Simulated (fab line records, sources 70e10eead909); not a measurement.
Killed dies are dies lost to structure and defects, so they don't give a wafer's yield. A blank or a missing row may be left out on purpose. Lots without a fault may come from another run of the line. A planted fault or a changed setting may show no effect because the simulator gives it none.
fab line records | flow nand_harc
record lots=5 wafers=15 last_day=33
route steps=1302 shown P_GATE@155
lots that met no fault: from a run of the same line without faults
start_h: hours from the record's first day to the start of the lot's first wafer shown | wait_h: hours since the lot's step before | " the same as in the row above | L1.1+2: a row that stands for several wafers | - no value, or no start given | * or withheld: withheld | < > ~ a bound
route shown NAME@n: a module of which the file shows steps, and the number in the route of the first | usual: mean/standard deviation of fault-free wafers | same: alike in all rows | chamber/n: place in a boat | sites: the reading at each site | _std_site: their standard deviation | _edge_site: outer sites' mean less inner sites' | radius_mm: how far each site lies from the wafer's centre | mask NAME#n: copy n | behind: the tool/chamber that last shaped the wafer | hold: why the lot was held/for how many hours/how that ended | device: the transistor (n, p or np) that didn't switch | end of line: the same wafers' tests at the end of the route | a step without rows: its recipe alone | killed: dies lost to structure and defects at the first sort, not the wafer's yield | map: a wafer's dies, x killed, . not, _ none there
set.NAME: the setting as run; set.NAME@STEP: as run at that earlier step | model.NAME: the simulator's own value behind a step, which no gauge read
lots at some steps of the route; a table a step, a row a wafer
services: from which hour (start_h, from the record's first day; less than 0 if before it) a tool's chamber was out of use, for how many hours, and why
## steps
# step NHARC_P_GATE_ALD_36
# recipe target_thk_a=200 pulse_time_s=60 ald_cycles=223 temp_c=400 material=SiNx
# usual heater_power_w=823/100 precursor_pulse_height_rel=1.000/0.02
# columns lot.wafer tool chamber start_h wait_h heater_power_w precursor_pulse_height_rel
L907.2 ald_sin-04 1 96.61 - 817 0.992
L907.1 " 3 98.73 - 840 0.995
L907.4 " 0 99.79 - 723 1.000
L919.3 ald_sin-01 2 212.69 - 823 0.956
L919.4 " 3 213.74 - 932 0.994
L919.6 " 1 215.84 - 705 1.000
L924.3 ald_sin-01 1 266.71 - 704 0.994
L924.1 " 3 268.83 - 891 0.998
L924.5 " 1 270.95 - 694 1.014
L926.3 ald_sin-03 1 291.72 - 725 0.996
L926.2 " 2 292.76 - 913 0.996
L926.5 " 1 295.88 - 749 0.992
L928.3 ald_sin-04 1 302.57 - 847 0.993
L928.1 " 2 303.62 - 679 1.047
L928.4 " 3 304.66 - 869 1.009
# step NHARC_P_GATE_ETCHBACK_37
# recipe target_depth_a=345 time_s=17.2 chf3_flow_sccm=50 o2_flow_sccm=10 ar_flow_sccm=200 rf_w=500 bias_w=200 chemistry=CHF3/O2
# usual drypump_motor_current_A=5.8/0.5 o2_flow_sccm=10.002/0.027 oes_product_au=0.944/0.029 rf_vpp_V=370.4/2.3 showerhead_plenum_p_Torr=2.39/0.095 throttle_valve_pct=20.573/0.0094
# columns lot.wafer tool chamber start_h wait_h drypump_motor_current_A o2_flow_sccm oes_product_au rf_hours_counter_h rf_vpp_V showerhead_plenum_p_Torr throttle_valve_pct
L907.4 rie_diel-02 1 - - 5.7 10.039 0.928 3.0 370.2 2.37 20.569
L907.2 " 3 " " 5.7 10.027 0.935 3.5 367.8 2.28 20.565
L907.1 " 0 " " 5.7 10.038 0.934 3.5 374.0 2.51 20.563
L919.4 rie_diel-10 2 - - 6.1 9.981 0.928 7.4 371.4 2.37 20.578
L919.3 " 3 " " 6.2 9.988 0.931 7.1 372.6 2.47 20.555
L919.6 " 1 " " 6.5 10.050 0.919 - 369.2 2.34 20.574
L924.1 rie_diel-10 1 - - 6.5 9.996 0.944 0.6 369.4 2.34 20.555
L924.3 " 3 " " 6.2 9.985 0.946 0.4 372.4 2.47 20.565
L924.5 " 1 " " 6.5 9.995 0.942 - 371.1 2.34 20.574
L926.3 rie_diel-10 0 - - 6.7 10.048 0.917 1.4 371.4 2.43 20.558
L926.2 " 1 " " 6.5 9.997 0.947 1.6 368.8 2.34 20.579
L926.5 " 3 " " 6.2 10.029 0.932 - 373.0 2.47 20.569
L928.4 rie_diel-02 3 - - 5.7 10.005 1.000 3.6 368.8 2.28 20.578
L928.1 " 0 " " 5.7 9.987 1.013 3.1 372.4 2.51 20.573
L928.3 " 1 " " 5.7 10.021 1.011 3.0 369.3 2.37 20.568
# step NHARC_P_GATE_STRIP_101
# recipe time_s=20 o2_flow_sccm=500 ar_flow_sccm=0 bias_w=0 chemistry=O2
# usual drypump_motor_current_A=5.8/0.5 o2_flow_sccm=500.1/1.5 oes_product_au=0.999/0.01 rf_vpp_V=57.8/0.93 showerhead_plenum_p_Torr=3.51/0.13 throttle_valve_pct=17.036/0.0082
# columns lot.wafer tool chamber start_h wait_h drypump_motor_current_A o2_flow_sccm oes_product_au rf_hours_counter_h rf_vpp_V showerhead_plenum_p_Torr throttle_valve_pct
L907.2 rie_diel-02 0 106.27 0.1 5.7 501.3 0.994 3.5 58.1 3.69 17.058
L907.4 " 1 " " 5.7 499.7 0.986 3.0 57.6 3.48 17.039
L907.1 " 2 " " 5.8 501.0 0.988 3.1 56.5 3.29 17.035
L919.3 rie_diel-10 0 220.16 0.1 6.7 500.1 1.017 6.2 57.7 3.57 17.037
L919.4 " 1 " " 6.5 496.5 1.004 6.6 59.0 3.45 17.022
L919.6 " 2 " " 6.1 498.4 0.996 - 58.6 3.48 17.033
L924.1 rie_diel-10 1 275.28 0.1 6.4 500.8 0.997 0.6 58.1 3.45 17.043
L924.3 " 3 " " 6.2 498.8 1.011 0.4 59.0 3.63 17.037
L924.5 " 2 " " 6.1 500.1 0.998 - 57.5 3.48 17.043
L926.2 rie_diel-10 0 301.22 0.1 6.7 501.5 0.989 1.4 58.5 3.57 17.038
L926.3 " 1 " " 6.5 498.2 1.003 1.6 56.5 3.44 17.036
L926.5 " 0 " " 6.7 500.4 0.992 - 57.1 3.57 17.036
L928.3 rie_diel-02 0 312.11 0.1 5.7 501.2 1.010 3.1 57.4 3.68 17.024
L928.1 " 1 " " 5.7 499.4 1.008 3.0 58.0 3.48 17.037
L928.4 " 2 " " 5.8 500.2 0.998 3.3 57.3 3.29 17.020
# step NHARC_P_GATE_PRECLEAN_97
# recipe time_s=600 temp_c=120 chemistry=SPM
# step NHARC_P_GATE_SRD_98
# step NHARC_P_GATE_PRECLEAN_99
# recipe time_s=* temp_c=50 bath_age_min=0 chemistry=SC1
# step NHARC_P_GATE_SRD_100
# step NHARC_P_GATE_DEHYDRATE_38
# recipe temp_c=150 time_s=120
# step NHARC_P_GATE_HMDS_39
# recipe time_s=30
# step NHARC_P_GATE_COAT_40
# recipe spin_rpm=3000
# step NHARC_P_GATE_SOFTBAKE_41
# recipe temp_c=122 time_s=95
# step NHARC_P_GATE_EBR_42
# step NHARC_P_GATE_EXPOSE_43
# recipe na=0.6 target_cd_nm=720 dose_mj=14.81 mask_id=P_NSD
# usual stage_vel_mm_s=499.98/0.24
# columns lot.wafer tool chamber start_h wait_h mask stage_vel_mm_s
L907.1 krf_scanner-02 0 107.11 - P_NSD#0 500.16
L907.2 " 0 " " P_NSD#0 500.42
L907.4 " 0 " " P_NSD#0 499.95
L919.3 krf_scanner-03 0 220.94 - P_NSD_R1#0 499.80
L919.4 " 0 " " P_NSD_R1#0 500.01
L919.6 " 0 " " P_NSD_R1#0 500.14
L924.1 krf_scanner-02 0 276.05 - P_NSD#0 500.32
L924.3 " 0 " " P_NSD#0 499.96
L924.5 " 0 " " P_NSD#0 500.02
L926.2 krf_scanner-03 0 301.88 - P_NSD#0 499.89
L926.3 " 0 " " P_NSD#0 500.25
L926.5 " 0 " " P_NSD#0 499.51
L928.1 krf_scanner-02 0 313.33 - P_NSD#0 499.45
L928.3 " 0 " " P_NSD#0 499.55
L928.4 " 0 " " P_NSD#0 500.02
# step NHARC_P_GATE_PEB_44
# recipe peb_temp_c=118 peb_time_s=85
# step NHARC_P_GATE_DEVELOP_45
# recipe time_s=70
# step NHARC_P_GATE_CD_MEAS_46
# recipe target_cd_nm=720 landing_energy_ev=500
# usual cd_nm=720.0/1.6
# columns lot.wafer tool chamber start_h wait_h hold cd_nm
L907.1 cd_sem-02 0 107.27 - - 716.8
L907.2 " 0 " " - 717.3
L907.4 " 0 " " - 720.9
L919.3 cd_sem-02 0 221.09 - await_dispo/0.2h/release 700.8
L919.4 " 0 " " await_dispo/0.2h/release 701.2
L919.6 " 0 " " await_dispo/0.2h/release 701.9
L919.3 cd_sem-02 0 - - - 701.3
L919.4 " 0 " " - 701.2
L919.6 " 0 " " - 701.9
L924.1 cd_sem-01 0 276.20 - - 721.0
L924.3 " 0 " " - 719.9
L924.5 " 0 " " - 718.9
L926.2 cd_sem-01 0 302.03 - - 719.3
L926.3 " 0 " " - 721.8
L926.5 " 0 " " - 720.9
L928.1 cd_sem-01 0 313.48 - - 718.1
L928.3 " 0 " " - 719.3
L928.4 " 0 " " - 721.8
# step NHARC_P_GATE_DESCUM_48
# recipe time_s=3 o2_flow_sccm=200 ar_flow_sccm=0 bias_power_w=0 chemistry=O2
# usual drypump_motor_current_A=6.0/0.49 o2_flow_sccm=199.9/0.61 oes_product_au=0.999/0.0099 rf_vpp_V=57.7/0.95 showerhead_plenum_p_Torr=1.90/0.072 throttle_valve_pct=11.311/0.0099
# columns lot.wafer tool chamber start_h wait_h drypump_motor_current_A o2_flow_sccm oes_product_au rf_hours_counter_h rf_vpp_V showerhead_plenum_p_Torr throttle_valve_pct model.P_GATE.cd_nm
L907.1 rie_diel-12 1 107.43 - 5.9 200.3 0.993 0.3 56.9 1.93 11.309 716.7
L907.4 " 2 " " 4.6 200.5 1.010 0.2 57.4 1.98 11.304 721.3
L907.2 " 0 " " 5.5 200.2 1.009 0.2 58.5 2.05 11.302 716.9
L919.4 rie_diel-10 2 236.86 - 6.1 200.0 1.000 7.4 56.1 1.88 11.314 702
L919.3 " 0 " " 6.7 199.8 1.001 6.3 56.8 1.94 11.319 701.2
L919.6 " 1 " " 6.5 199.7 0.991 - 58.5 1.87 11.313 701.8
L924.3 rie_diel-10 1 276.36 - 6.5 200.4 1.018 0.6 58.6 1.86 11.312 720.6
L924.1 " 2 " " 6.0 199.1 0.992 0.6 59.1 1.88 11.320 721
L924.5 " 2 " " 6.1 199.9 0.986 - 57.9 1.88 11.305 718.7
L926.3 rie_diel-12 2 302.19 - 4.6 200.0 1.018 2.8 57.7 1.98 11.320 721.7
L926.2 " 3 " " 5.1 199.6 0.996 2.7 58.6 1.89 11.304 720.2
L926.5 " 3 " " 5.1 199.8 0.987 - 56.9 1.89 11.305 721.5
L928.3 rie_diel-10 0 313.65 - 6.7 199.3 0.996 2.5 58.1 1.94 11.312 719.2
L928.1 " 1 " " 6.5 199.7 0.997 2.4 57.3 1.86 11.312 718.8
L928.4 " 2 " " 6.1 198.9 0.974 2.8 58.0 1.88 11.303 721.5
# step NHARC_P_GATE_IMPLANT_49
# recipe energy_kev=30 dose_cm2=3e+15 tilt_deg=7
## services
# columns tool chamber start_h hours kind
ald_sin-04 - 77.11 10.0 pm
rie_diel-12 - 91.40 9.0 pm
krf_scanner-02 - 92.11 3.6 repair
krf_scanner-02 - 95.75 4.0 pm
krf_scanner-03 - 111.67 3.1 repair
krf_scanner-03 - 115.16 0.5 repair
ald_sin-04 3 115.44 9.9 repair
krf_scanner-02 - 140.53 0.2 repair
rie_diel-10 1 153.27 6.4 repair
ald_sin-01 3 171.50 11.4 repair
krf_scanner-02 - 195.65 0.7 repair
rie_diel-02 - 216.71 9.0 pm
rie_diel-12 1 221.23 14.2 repair
krf_scanner-03 - 224.00 4.0 pm
rie_diel-12 2 239.03 2.4 repair
ald_sin-04 2 242.10 6.9 repair
rie_diel-10 - 242.50 9.0 pm
rie_diel-12 - 255.44 1.1 repair
rie_diel-10 3 255.71 3.9 repair
krf_scanner-02 - 263.17 0.5 repair
krf_scanner-02 - 267.75 4.0 pm
rie_diel-12 - 268.40 9.0 pm
rie_diel-02 2 277.87 7.5 repair
krf_scanner-02 - 312.78 0.5 repair
## key
first_sign step=NHARC_P_GATE_EXPOSE_43 reading=mask direction=changed
effect step=NHARC_P_GATE_CD_MEAS_46 reading=visit direction=added
effect step=NHARC_P_GATE_CD_MEAS_46 reading=cd_nm direction=down sigmas=12 usual=720.0 struck=701.3
model_effect step=NHARC_P_GATE_DESCUM_48 value=P_GATE.cd_nm without=719.4 struck=701.6
met_at NHARC_P_GATE_EXPOSE_43
struck_wafers L919.3,L919.4,L919.6
tester_left_out L919
fault kind=wrong_mask tool=any chamber=- onset_h=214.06 steps=NHARC_P_GATE_EXPOSE_43 aux_copy=P_NSD_R1#0 cd_offset_nm=-17.755 scope=struck_lots_only
# tester_left_out: of these lots the tester's yield and bins aren't shown, on N5 and GAA mostly nor the transistor test; their killed dies are dies lost to structure and defects alone, not to doping, threshold or leakage, so they don't give the yield
